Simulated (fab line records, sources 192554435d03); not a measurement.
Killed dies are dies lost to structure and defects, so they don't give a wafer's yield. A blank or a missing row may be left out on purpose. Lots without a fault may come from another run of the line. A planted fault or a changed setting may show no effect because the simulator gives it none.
Problem report in the 8D (eight disciplines) form, filled by code | flow n5_finfet | the parts of the form that need people (team, actions taken, sign-off) are left out

1. THE PROBLEM
beam_energy_keV at N5_WELL_APT_IMPLANT_32 reads a mean of 67.966 on 6 wafers of 2 lots; wafers without a fault read 49.995 with a standard deviation of 0.016. That is +99 or more standard deviations from the usual mean.
First seen on wafer L464.1, day 5 09:49, on implanter-01. The record holds 36 wafers of 12 lots with a number at this step. Rule for "out", or "out of limits": more than 4 standard deviations from the usual mean. The other wafers with a number count as sound.

2. WHAT IT IS AND WHAT IT IS NOT
question                    | is                     | is not
which readings at this step | beam_energy_keV        | end_station_pressure_torr
which lots                  | L464, L466             | L450, L451, L455, L456, L457, L460, L461, L465, L467, L469
which wafers of those lots  | all that have a number | -
read on which tools         | implanter-01           | implanter-02
when                        | from day 5 09:49       | up to then (21 sound wafers); but 9 sound wafers of L465, L467, L469 came after

3. SUSPECTS, AND WHAT RULES EACH OUT
Counting: a tool at a process step up to the reading stays a suspect if it ran every lot that is out and no sound lot after the first of them.
- implanter-01 at N5_WELL_APT_IMPLANT_32: kept. It ran every lot that is out, first L464 (day 5 09:49), and no sound lot after that; its last sound lot up to then is L461 (day 4 15:29). Its own readings are out on those wafers: beam_energy_keV.
Left after counting: implanter-01 at N5_WELL_APT_IMPLANT_32.

4. THE CAUSE (what the simulator had put in)
Process parameter drift: implanter-01, from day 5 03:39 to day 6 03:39, at N5_WELL_APT_IMPLANT_32. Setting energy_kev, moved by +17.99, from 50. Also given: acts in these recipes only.
Counting left only this tool.

5. THE CHAIN OF EFFECTS, in route order
Each row: a reading whose mean over the struck wafers that have a number lies more than 3 standard deviations from the usual. Only readings for which the record gives a usual standard deviation are gone through. hours: the time from each lot's start at the first step in this table that gives one to its start at this step, as a median over the lots. sigmas: the change in usual standard deviations.
hours | step                   | reading         | usual  | on struck wafers | change  | sigmas
0     | N5_WELL_APT_IMPLANT_32 | beam_energy_keV | 49.995 | 67.966           | +17.971 | +99 or more
The process steps in it:
- N5_WELL_APT_IMPLANT_32

6. WHAT WOULD HAVE CAUGHT IT SOONER
In this record the first reading out of limits was taken at day 5 09:49, 6 hours after the fault began at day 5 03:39.
